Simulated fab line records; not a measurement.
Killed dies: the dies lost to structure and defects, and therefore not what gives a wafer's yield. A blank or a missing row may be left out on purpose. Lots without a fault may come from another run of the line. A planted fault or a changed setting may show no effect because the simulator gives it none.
A lot that was struck, set against a sound lot ; flow n5_finfet ; 36 steps out of a route of 1938
Sound: the wafers L202.1, L202.5, L202.6. Struck: wafer L210.6 (left out: L210.2, L210.4 of the same lot, which were not struck); the cause appears at the end.
At each step with rows: each side's tool, then ch and its chambers, then its first start. Under that, the readings that differ: sound wafers ; struck wafers ; difference of the means ; sigmas: that difference in standard deviations of wafers without a fault.
alike: readings with means less than 2 such deviations apart, plus words and numbers identical on both sides. not compared: withheld readings, readings lacking a value on some wafer, bounds such as >300 that could conceal the same value, and numbers that have no deviation in the record and whose values overlap.
Wherever a step has rows on one side only, a row that says differs or no value, or a row with sigmas, the two part there. Numbers that have no deviation but don't overlap get no sigmas and don't part them. A reading that every wafer of one side lacks parts them only if that side has two wafers or more.

first, 9 steps without rows for these wafers: N5_BEOL_M4_ANNEAL_95 (time 240 s); N5_BEOL_M4_SPUTTER_96 (material Cu, target thk 4.5 nm, time 8.29 s); N5_BEOL_M4_ECD_50 (material Cu, target thk 300 nm); N5_BEOL_M4_ANNEAL_51 (time 90 s); N5_BEOL_M4_CMP_52 (polishes, stops on SiOC, t overpolish 6.8 s, target thk 40 nm); N5_BEOL_M4_PRE_CLEAN_60 (time 15 s); N5_BEOL_M4_CO_CAP_55 (material Co, precursor CCTBA/H2, target thk 2 nm, time 102.1 s); N5_BEOL_M4_PRE_CLEAN_56 (time 15 s); N5_BEOL_M4_DEP_57 (deposits SiCN from 3MS/NH3, target thk 8 nm, time 14 s).
N5_BEOL_M4_RC_MEAS_101:
  sound on prober-01 ch 0, day 11 03:31; struck on prober-02 ch 0, day 12 12:47
  alike: DIBL_N, DIBL_P, IOFF_N, IOFF_P, ION_N, ION_P, SS_N, SS_P, VT_N, VT_P
then, 24 steps without rows for these wafers: N5_BEOL_M5_ILD_DEP_00 (deposits SiCOH lowk from DEMS/porogen, target thk 140.64 nm, time 25.9 s); N5_BEOL_M5_CURE_79 (cures SiCOH lowk, time 240 s); N5_BEOL_M5_PECVD_70 (deposits SiO2 from TEOS/O2, target thk 16 nm, time 18 s); N5_BEOL_M5_HM_DEP_02 (deposits TiN, target thk 20 nm); N5_BEOL_M5_COAT_59 (time 60 s, resist thk 60 nm); N5_BEOL_M5_COAT_60 (time 60 s, resist thk 12 nm); N5_BEOL_M5_COAT_71 (time 60 s, resist thk 5 nm); N5_BEOL_M5_COAT_05 (resist thk 30 nm); N5_BEOL_M5_EBR_07; N5_BEOL_M5_SOFTBAKE_06 (time 60 s); N5_BEOL_M5_EXPOSE_08 (exposes mask M5, target cd 28 nm); N5_BEOL_M5_PEB_09 (peb time 60 s); N5_BEOL_M5_DEVELOP_10 (develop time 30 s); N5_BEOL_M5_DESCUM_16 (chemistry O2, time 7 s); N5_BEOL_M5_ETCH_72 (etches underlayer in N2/H2, target depth 6.5 nm, time 5.2 s); N5_BEOL_M5_ETCH_61 (etches SiARC in CF4, target depth 15.6 nm, time 26 s); N5_BEOL_M5_ETCH_62 (etches SOC in N2/H2, target depth 75 nm, overetch 15 nm, time 112.5 s); N5_BEOL_M5_STRIP_63 (strips in N2/H2); N5_BEOL_M5_STRIP_73 (strips in N2/H2); N5_BEOL_M5_STRIP_64 (strips in CF4); N5_BEOL_M5_HM_OPEN_17 (chemistry Cl2/BCl3, target TiN, target depth 20 nm, overetch 6 nm); N5_BEOL_M5_STRIP_19 (strips in O2); N5_BEOL_M5_COAT_65 (time 60 s, resist thk 60 nm); N5_BEOL_M5_COAT_66 (time 60 s, resist thk 12 nm).
-- a jump in the record: the struck wafers' starts before and after are 4 days apart (it breaks off in module BEOL_M5 and resumes in module PASSIVATION, where the first step shown is number 1936 of the route) --
N5_PASSIVATION_PECVD_01: deposits SiNx from SiH4/NH3/N2, target thk 200 nm, time 43.2 s.
  sound on pecvd-03 ch 0,1,2, day 15 21:13; struck on pecvd-01 ch 1, day 17 00:22
reading;sound;struck;difference;sigmas
throttle_valve_pct (%);29.3 26.2 26.8;30.5;+3.1;+2
  alike: heater_power_w, showerhead_plenum_p_Torr
N5_PASSIVATION_PROBE_49:
  only the struck wafers here have rows in the record (prober-01, day 17 08:13); the sound ones have none

== WHERE THEY PART ==
First at N5_PASSIVATION_PECVD_01; last, within this record, at N5_PASSIVATION_PROBE_49.

WHY: what had been put in by the simulator
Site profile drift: pecvd-01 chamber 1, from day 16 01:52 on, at N5_PASSIVATION_PECVD_01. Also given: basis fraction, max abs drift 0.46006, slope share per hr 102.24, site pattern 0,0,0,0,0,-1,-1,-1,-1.
